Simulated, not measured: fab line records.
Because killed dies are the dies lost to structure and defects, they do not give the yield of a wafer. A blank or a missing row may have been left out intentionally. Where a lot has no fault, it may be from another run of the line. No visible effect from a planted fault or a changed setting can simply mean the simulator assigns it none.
The tool behind it: which one?    flow nand harc    Sampling: 14 lots, 42 wafers, 5 of 1302 route steps

WHAT THE GAUGES SHOWED, per wafer
NHARC_THIN_TSV_CD_MEAS_33 targets a cd of 5000 nm.
lot   measured      on         cd nm (nm)
L774  day 24 01:37  cd sem-03  4998.0 5000.2 4999.6
L777  day 25 11:45  cd sem-02  5001.3 5001.8 5001.7
L780  day 25 19:44  cd sem-02  4998.5 4999.1 5000.4
L782  day 26 21:26  cd sem-02  5002.6 4999.7 5002.6
L784  day 28 07:34  cd sem-02  4997.2 4997.1 4998.6
L788  day 30 00:50  cd sem-03  5001.5 5000.5 5002.3
L789  day 29 23:30  cd sem-02  4999.3 5000.0 4999.2
L790  day 30 19:43  cd sem-02  5001.6 5003.2 5001.6
L792  day 31 15:16  cd sem-02  4999.9 5000.1 4998.2
L791  day 31 10:43  cd sem-02  4999.8 4997.5 4998.6
L793  day 31 13:35  cd sem-02  4999.3 4999.3 4999.3
L794  day 32 09:08  cd sem-01  4998.6 4998.3 4999.1
L795  day 33 01:08  cd sem-02  5000.5 5001.7 5000.9
L797  day 34 02:40  cd sem-01  4999.6 5000.4 5001.5

NHARC_END_SORT_01.
lot   measured      on         killed at array  killed at other  killed at periphery  killed dies  killed open  killed short
L780  day 26 05:13  prober-01  124 119 98       1 0 0            5 4 6                130 123 104  4 4 1        3 1 0
L782  day 27 06:38  prober-02  118 112 130      1 0 1            2 3 3                121 115 134  5 5 4        2 4 1
L793  day 31 21:01  prober-01  78 62 70         0 0 0            3 7 8                81 69 78     2 4 1        3 1 1

EACH LOT AND THE TOOL THAT RAN IT (in order: tool; ch and the chambers of the sampled wafers; start)
lot   NHARC_A_ONON_D1_DEP_03            NHARC_THIN_TSV_DEGAS_49       NHARC_THIN_TSV_PVD_19
L774  pecvd onon-02 ch 0, day 7 15:55   pvd sputter-01, day 23 22:29  pvd sputter-01, day 24 01:37 or earlier
L777  pecvd onon-01 ch 0, day 8 22:22   pvd sputter-02, day 25 08:38  pvd sputter-02, day 25 11:45 or earlier
L780  pecvd onon-04 ch 0, day 10 01:21  pvd sputter-01, day 25 16:37  pvd sputter-01, day 25 19:44 or earlier
L782  pecvd onon-04 ch 0, day 10 20:23  pvd sputter-01, day 26 18:19  pvd sputter-01, day 26 21:26 or earlier
L784  pecvd onon-02 ch 0, day 11 19:08  pvd sputter-03, day 28 04:28  pvd sputter-03, day 28 07:34 or earlier
L788  pecvd onon-02 ch 0, day 13 21:50  pvd sputter-02, day 29 21:44  pvd sputter-02, day 30 00:50 or earlier
L789  pecvd onon-04 ch 0, day 13 21:51  pvd sputter-01, day 29 20:23  pvd sputter-01, day 29 23:30 or earlier
L790  pecvd onon-02 ch 0, day 14 14:53  pvd sputter-03, day 30 16:35  pvd sputter-03, day 30 19:43 or earlier
L792  pecvd onon-04 ch 0, day 15 00:58  pvd sputter-03, day 31 12:06  pvd sputter-03, day 31 15:16 or earlier
L791  pecvd onon-01 ch 0, day 15 01:02  pvd sputter-02, day 31 07:41  pvd sputter-02, day 31 10:43 or earlier
L793  pecvd onon-01 ch 0, day 15 10:52  pvd sputter-01, day 31 10:23  pvd sputter-01, day 31 13:35 or earlier
L794  pecvd onon-01 ch 0, day 16 04:51  pvd sputter-01, day 32 05:54  pvd sputter-01, day 32 09:08 or earlier
L795  pecvd onon-01 ch 0, day 16 13:46  pvd sputter-02, day 32 22:08  pvd sputter-02, day 33 01:08 or earlier
L797  pecvd onon-04 ch 0, day 17 10:05  pvd sputter-02, day 33 23:31  pvd sputter-02, day 34 02:40 or earlier
- NHARC_A_ONON_D1_DEP_03: target thk 1000 nm.
- NHARC_THIN_TSV_DEGAS_49: time 120 s.
- NHARC_THIN_TSV_PVD_19: deposits TaN, target thk 20 nm.

WHAT THE TOOLS THEMSELVES READ (means of the sampled wafers that have a number; where no wafer has one, the mark that the record gives instead)
NHARC_A_ONON_D1_DEP_03.
lot   tool           n2o flow sccm (sccm)
L774  pecvd onon-02  2001
L777  pecvd onon-01  1999
L780  pecvd onon-04  2000
L782  pecvd onon-04  1995
L784  pecvd onon-02  2002
L788  pecvd onon-02  2003
L789  pecvd onon-04  2000
L790  pecvd onon-02  1998
L792  pecvd onon-04  2003
L791  pecvd onon-01  2002
L793  pecvd onon-01  2000
L794  pecvd onon-01  1998
L795  pecvd onon-01  2001
L797  pecvd onon-04  2002

NHARC_THIN_TSV_DEGAS_49.
lot   tool            heater power w (W)
L774  pvd sputter-01  458
L777  pvd sputter-02  442
L780  pvd sputter-01  457
L782  pvd sputter-01  455
L784  pvd sputter-03  449
L788  pvd sputter-02  481
L789  pvd sputter-01  455
L790  pvd sputter-03  437
L792  pvd sputter-03  455
L791  pvd sputter-02  466
L793  pvd sputter-01  452
L794  pvd sputter-01  446
L795  pvd sputter-02  436
L797  pvd sputter-02  462

NHARC_THIN_TSV_PVD_19.
lot   tool            throttle valve pct (%)
L774  pvd sputter-01  31.1
L777  pvd sputter-02  30.2
L780  pvd sputter-01  31.1
L782  pvd sputter-01  30.2
L784  pvd sputter-03  30.9
L788  pvd sputter-02  29.5
L789  pvd sputter-01  30.5
L790  pvd sputter-03  29.8
L792  pvd sputter-03  30.2
L791  pvd sputter-02  29.6
L793  pvd sputter-01  30.7
L794  pvd sputter-01  30.6
L795  pvd sputter-02  29.6
L797  pvd sputter-02  29.6

THE ANSWER, worked out from the rows above alone
Rule: the usual values come from the lots themselves. The widest of any qualifying gaps counts: lots, ordered by their means at a reading, are off when they make up no more than a third of the lots, leave a main group of 4 or more, and stand apart from it by 3 or more times the standard deviation of that group's means. The tables above print the reading to a certain number of digits; a main group whose means all agree to those digits is not used. Also off: a lot with no number at a reading for which 4 or more lots have one. The other lots that the step has rows for count as sound. The gauges are gone through in route order, then the tools' own readings, and for those a lot's mean is taken as printed above. The first step at which some lot is off is used, and at that step the reading that is off furthest; a lot without a number counts as furthest.
Nothing can be told from this: no lot is off at any reading shown.

WHAT WAS PUT IN BY THE SIMULATOR
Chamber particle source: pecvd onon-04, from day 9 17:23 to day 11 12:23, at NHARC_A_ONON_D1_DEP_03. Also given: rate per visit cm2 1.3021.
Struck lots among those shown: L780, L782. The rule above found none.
